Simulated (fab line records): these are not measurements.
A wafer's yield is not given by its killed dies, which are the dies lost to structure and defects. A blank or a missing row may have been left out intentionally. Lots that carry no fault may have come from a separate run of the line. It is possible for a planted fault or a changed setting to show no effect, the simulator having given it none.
Which tool was responsible?	flow nand_harc	6 lots with 18 wafers sampled at 4 steps, on a route of 1302 steps

## WHAT EACH GAUGE READ, for each wafer
NHARC_END_SORT_01.
lot	measured	on	killed_short
L838	day 29 22:28	prober-01	0 1 2

## TOOL THAT RAN EACH LOT (tool first, then ch and the chambers of the sampled wafers, then the start)
lot	NHARC_P_M2_PVD_20	NHARC_P_BONDPAD_ETCH_12	NHARC_P_BONDPAD_DEGAS_25
L826	pvd_sputter-02, day 7 05:25 or earlier	rie_diel-01 ch 0,1,3, day 7 05:25	pvd_sputter-03, day 7 06:10
L828	pvd_sputter-01, day 7 21:26 or earlier	rie_diel-06 ch 1,2,3, day 7 21:26	pvd_sputter-02, day 7 22:10
L832	pvd_sputter-01, day 9 21:07 or earlier	rie_diel-12 ch 1,2, day 9 21:07	pvd_sputter-02, day 9 21:52
L834	pvd_sputter-02, day 10 14:56 or earlier	rie_diel-12 ch 1,2,3, day 10 14:56	pvd_sputter-01, day 10 15:42
L838	pvd_sputter-01, day 11 20:37 or earlier	rie_diel-12 ch 0,1,2, day 11 20:37	pvd_sputter-02, day 11 21:22
L847	pvd_sputter-01, day 15 19:10 or earlier	rie_diel-12 ch 0,1, day 15 19:10	pvd_sputter-01, day 15 19:56
- NHARC_P_M2_PVD_20: deposits TaN, target thk 5 nm, time 8.06 s.
- NHARC_P_BONDPAD_ETCH_12: etches the open film in CHF3/O2, target depth 200 nm, time 100 s.
- NHARC_P_BONDPAD_DEGAS_25: time 60 s.

## THE ANSWER, worked out from the rows above alone
Rule: the usual values come from the lots themselves. The widest of any qualifying gaps counts: lots, ordered by their means at a reading, are off when they make up no more than a third of the lots, leave a main group of 4 or more, and stand apart from it by 3 or more times the standard deviation of that group's means. A main group is skipped when, at the precision printed for the reading in the tables above, its means are all equal. A lot without any number at a reading at which 4 lots or more have one is off too. Any other lot the step has rows for is counted as sound.
None of the lots is off at any reading shown; this tells nothing.

## WHAT THE SIMULATOR HAD INSERTED
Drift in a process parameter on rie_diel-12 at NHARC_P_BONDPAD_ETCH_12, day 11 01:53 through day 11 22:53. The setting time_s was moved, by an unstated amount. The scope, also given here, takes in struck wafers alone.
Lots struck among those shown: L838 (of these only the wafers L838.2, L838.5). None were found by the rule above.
